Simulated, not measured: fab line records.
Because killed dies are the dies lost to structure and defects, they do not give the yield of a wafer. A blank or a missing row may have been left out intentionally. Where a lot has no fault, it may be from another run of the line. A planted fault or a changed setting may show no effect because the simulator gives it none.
Chamber matching    flow n5-finfet    N5_BEOL_M11_ETCH_62 on rie-diel-02: 4 sister chambers
The step etches SOC in N2/H2, target depth 110 nm, overetch 22 nm, time 165 s. 18 wafers are shown with their chamber, then 9 later ones without.

## WAFERS WITH THEIR CHAMBER
wafer   chamber  throttle-valve-pct (%)  showerhead-plenum-p-Torr (Torr)  oes-product-au (a.u.)
L075.1  2        17.56                   2.52                             0.63
L075.3  3        18.19                   2.65                             0.59
L075.4  0        17.62                   2.73                             0.78
L080.2  2        17.57                   2.52                             0.62
L080.4  0        17.65                   2.73                             0.76
L080.5  0        17.67                   2.73                             0.76
L082.1  0        17.65                   2.73                             0.76
L082.3  2        17.59                   2.52                             0.63
L082.5  2        17.57                   2.52                             0.63
L086.1  3        18.23                   2.64                             0.59
L086.3  1        17.50                   2.59                             0.75
L086.4  0        17.67                   2.72                             0.75
L089.1  3        18.23                   2.64                             0.59
L089.5  2        17.58                   2.51                             0.62
L089.6  1        17.52                   2.59                             0.75
L091.3  1        17.50                   2.58                             0.74
L091.4  0        17.66                   2.72                             0.74
L091.6  2        17.60                   2.51                             0.62

SIGNATURES, as means of the wafers listed above
reading                   chamber 0  chamber 1  chamber 2  chamber 3  scatter within a chamber
throttle-valve-pct        17.6533    17.5067    17.5783    18.2167    0.0172
showerhead-plenum-p-Torr  2.7267     2.5867     2.5167     2.6433     0.00535
oes-product-au            0.7583     0.7467     0.6250     0.5900     0.00886
Rule: distance of a wafer from a chamber = root of the sum over the readings of ((wafer's reading minus chamber's mean) / reading's scatter) squared. The wafer belongs to the nearest chamber; if the next one is less than 2 further off, it can't be placed. The scatter: take each reading less its chamber's mean, square it, sum over the shown wafers, divide by the number of wafers less the number of chambers, and take the root.

## WAFERS WHOSE CHAMBER IS MISSING
wafer   throttle-valve-pct (%)  showerhead-plenum-p-Torr (Torr)  oes-product-au (a.u.)
L092.3  17.63                   2.51                             0.60
L092.4  17.69                   2.72                             0.73
L092.6  18.27                   2.63                             0.58
L096.1  17.53                   2.58                             0.72
L096.5  17.53                   2.58                             0.73
L096.6  17.62                   2.51                             0.61
L097.1  18.27                   2.63                             0.57
L097.2  17.69                   2.72                             0.72
L097.3  17.54                   2.58                             0.73

## THE CHAMBER EACH PASSED THROUGH
wafer   from the rows above  in truth
L092.3  2                    2
L092.4  0                    0
L092.6  3                    3
L096.1  1                    1
L096.5  1                    1
L096.6  2                    2
L097.1  3                    3
L097.2  0                    0
L097.3  1                    1
Correctly placed: 9 of 9. Number that these rows cannot place: 0. Number placed wrongly: 0.
